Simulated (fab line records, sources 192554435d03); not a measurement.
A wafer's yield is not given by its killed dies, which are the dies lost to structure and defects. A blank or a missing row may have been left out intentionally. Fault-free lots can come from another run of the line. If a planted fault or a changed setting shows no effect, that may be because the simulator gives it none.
Lot-split experiment	flow n5Finfet	21 wafers read from 7 lots, route of 1938 steps

## THE SPLIT
At N5_BEOL_M9_EXPOSE_08 (exposes mask M9), the setting doseMj was moved away from the recipe's 53.75 on 3 of the 21 wafers read, by -6.9% to +6.5%. This setting was run at the recipe's value on the other wafers.

## FROM THE SPLIT TO THE READING: what the file shows between them, 15 steps
- N5_BEOL_M9_PEB_09: peb time 60 s
- N5_BEOL_M9_DEVELOP_10: develop time 30 s
- N5_BEOL_M9_CD_MEAS_11: target cd 64.1 nm
- N5_BEOL_M9_DESCUM_16: chemistry O2, time 7.9 s
- N5_BEOL_M9_ETCH_61: etches SiARC in CF4, target depth 39 nm, time 65 s
- N5_BEOL_M9_ETCH_62: etches SOC in N2/H2, target depth 110 nm, overetch 22 nm, time 165 s (also split here: sourceW)
- N5_BEOL_M9_STRIP_68: strips in N2/H2
- N5_BEOL_M9_STRIP_67: strips in CF4
- N5_BEOL_M9_HM_OPEN_17: chemistry Cl2/BCl3, target TiN, target depth 20 nm, overetch 6 nm
- N5_BEOL_M9_STRIP_19: strips in O2
- N5_BEOL_M9_CD_MEAS_18: pitch 140 nm, target cd 70 nm
- N5_BEOL_M9_COAT_63: time 60 s, resist thk 60 nm
- N5_BEOL_M9_COAT_64: time 60 s, resist thk 12 nm
- N5_BEOL_M9_PRECLEAN_42: cleans in residue remover, time 60 s
- N5_BEOL_M9_SRD_43: time 30 s

## THE READING
cdNm, in nm, at N5_BEOL_M9_CD_MEAS_35 (target cd 70 nm, target cd y 40 nm). On this fab line, fault-free wafers typically give 70.1 nm with a standard deviation of 0.51 nm.

wafer	tool, chamber at the split	doseMj as run	against the recipe	cdNm, nm	against lot-mates on the recipe
L074.1	arfiScanner-01, 0	53.75	recipe	70.4	-
L074.3	arfiScanner-01, 0	50.04	-6.9%	66.9	-3.6
L074.4	arfiScanner-01, 0	53.75	recipe	70.6	-
L077.1	arfiScanner-02, 0	57.26	+6.5%	74.1	+4.1
L077.4	arfiScanner-02, 0	53.75	recipe	70.2	-
L077.5	arfiScanner-02, 0	53.75	recipe	69.7	-
L076.1	arfiScanner-01, 0	53.75	recipe	71.0	-
L076.3	arfiScanner-01, 0	53.75	recipe	70.4	-
L076.6	arfiScanner-01, 0	53.75	recipe	70.8	-
L086.1	arfiScanner-01, 0	53.75	recipe	69.0	-
L086.5	arfiScanner-01, 0	53.75	recipe	69.3	-
L086.6	arfiScanner-01, 0	53.75	recipe	69.6	-
L088.1	arfiScanner-01, 0	53.75	recipe	70.8	-
L088.3	arfiScanner-01, 0	53.75	recipe	70.0	-
L088.6	arfiScanner-01, 0	53.75	recipe	70.7	-
L094.1	arfiScanner-02, 0	53.75	recipe	70.2	-
L094.4	arfiScanner-02, 0	53.75	recipe	70.0	-
L094.5	arfiScanner-02, 0	53.75	recipe	69.7	-
L096.1	arfiScanner-01, 0	51.59	-4.0%	67.9	-1.8
L096.3	arfiScanner-01, 0	53.75	recipe	69.8	-
L096.6	arfiScanner-01, 0	53.75	recipe	69.6	-

THE FIT
A straight line over all 21 wafers: cdNm changes by +0.538 nm for each +1% of doseMj; r = +0.92; the points scatter about the line by 0.55 nm.
The same after taking each lot's own level away (the mean of its wafers on the recipe; 21 wafers): +0.558 nm for each +1%; r = +0.98; scatter 0.28 nm.
According to that fit, moving doseMj by its largest amount changes the reading by 3.9 nm.
Across the lots, their own levels run from 69.30 to 70.73 nm, a range of 2.8 times the standard deviation given above.
So the lot-to-lot level changes the slope little: the two slopes agree.
Check: for one of the wafers moved furthest among these (-6.9%), held out of the fit, the line's prediction against its lot-mates is -3.97 nm. It came out at -3.6 nm against them.

## THESE WAFERS: OTHER SPLITS
These wafers also went through other splits before the reading. Each is held against what the fit with the lots' levels taken away leaves over:
other split on the same wafers	wafers away from the commonest value	r with cdNm (lot level and that fit taken away)
N5_BEOL_M9_ETCH_62 sourceW	7	+0.33

## THE WHOLE CHAIN: every reading that the file lists as answering this split, in the file's order
step	what it does	reading	change (the file's fit)	r (the file's)
N5_BEOL_M9_CD_MEAS_11	target cd 64.1 nm	cdNm	+0.563 nm for each +1% of the setting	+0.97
N5_BEOL_M9_ETCH_61	etches SiARC in CF4, target depth 39 nm, time 65 s	BEOL_M9.cdOffsetNm (the simulator's own value, which no gauge read)	+0.537 nm for each +1% of the setting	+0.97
N5_BEOL_M9_ETCH_62	etches SOC in N2/H2, target depth 110 nm, overetch 22 nm, time 165 s	BEOL_M9.cdOffsetNm (the simulator's own value, which no gauge read)	+0.52 nm for each +1% of the setting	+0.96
N5_BEOL_M9_CD_MEAS_18	pitch 140 nm, target cd 70 nm	cdNm	+0.532 nm for each +1% of the setting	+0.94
N5_BEOL_M9_CD_MEAS_35	target cd 70 nm, target cd y 40 nm	cdNm	+0.557 nm for each +1% of the setting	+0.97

## THE FILE'S OWN FIT
cdNm changes by +0.557 nm for each +1% of doseMj, r = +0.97.
